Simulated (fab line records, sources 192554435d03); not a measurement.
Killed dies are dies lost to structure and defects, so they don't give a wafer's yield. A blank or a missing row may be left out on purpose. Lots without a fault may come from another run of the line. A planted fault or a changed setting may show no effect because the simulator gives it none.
Which tool did it? | flow n5_finfet | 10 lots, 30 wafers sampled, at 2 steps of a route of 1938

WHAT THE GAUGES READ, wafer by wafer
N5_BEOL_M6_CD_MEAS_28: target cd 40 nm.
lot  | measured     | on        | cd_nm (nm)
L103 | day 8 21:35  | cd_sem-03 | 40.27 39.93 39.88
L104 | day 9 03:16  | cd_sem-01 | 39.88 40.13 39.75
L105 | day 9 07:09  | cd_sem-02 | 40.13 39.95 40.04
L106 | day 9 09:35  | cd_sem-03 | 39.87 40.14 39.67
L107 | day 9 19:58  | cd_sem-01 | 39.99 39.72 39.61
L108 | day 10 03:19 | cd_sem-02 | 39.88 40.05 40.24
L119 | day 13 05:18 | cd_sem-02 | 38.82 38.96 39.32
L117 | day 13 12:07 | cd_sem-01 | 38.86 38.70 39.42
L124 | day 13 23:45 | cd_sem-03 | 39.57 39.73 40.16
L123 | day 14 09:10 | cd_sem-01 | 40.02 39.72 40.09

WHICH TOOL RAN EACH LOT (tool, then ch and the chambers of the sampled wafers, then the start)
lot  | N5_BEOL_M6_EXPOSE_25
L103 | euv_scanner-01 ch 0, day 8 21:27
L104 | euv_scanner-01 ch 0, day 9 03:07
L105 | euv_scanner-01 ch 0, day 9 07:01
L106 | euv_scanner-01 ch 0, day 9 09:28
L107 | euv_scanner-01 ch 0, day 9 19:51
L108 | euv_scanner-02 ch 0, day 10 03:12
L119 | euv_scanner-01 ch 0, day 13 05:10
L117 | euv_scanner-01 ch 0, day 13 11:59
L124 | euv_scanner-02 ch 0, day 13 23:37
L123 | euv_scanner-02 ch 0, day 14 09:02
- N5_BEOL_M6_EXPOSE_25: exposes mask V5, target cd 40 nm.

THE ANSWER, worked out from the rows above alone
Rule: what is usual is taken from the lots themselves. Put in order of their means at a reading, lots are off if they are a third of the lots or fewer, leave a main group of 4 or more, and stand apart from it by a gap of 3 or more times the standard deviation of the main group's means; of several such gaps the widest counts. A main group whose means are all the same, to the digits that the tables above print for the reading, isn't used. A lot without any number at a reading at which 4 lots or more have one is off too. The other lots that the step has rows for count as sound.
Off: L119, L117, at N5_BEOL_M6_CD_MEAS_28 (cd_nm). The main group: mean 39.93 nm, standard deviation 0.097.
A tool fits if, at a process step before that reading, it ran every lot that is off, and no sound lot after the first of them. The gauges at N5_BEOL_M6_CD_MEAS_28 are tried like those tools. One fits: euv_scanner-01 at N5_BEOL_M6_EXPOSE_25. Its last sound lot is L107 (day 9 19:51), its first lot that is off L119 (day 13 05:10): a fault that began between those two fits.

WHAT THE SIMULATOR HAD PUT IN
Process parameter drift: euv_scanner-01, from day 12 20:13 on, at N5_BEOL_M6_EXPOSE_25. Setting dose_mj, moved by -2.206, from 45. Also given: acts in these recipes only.
Lots struck among those shown: L119, L117. The rule above found the same.
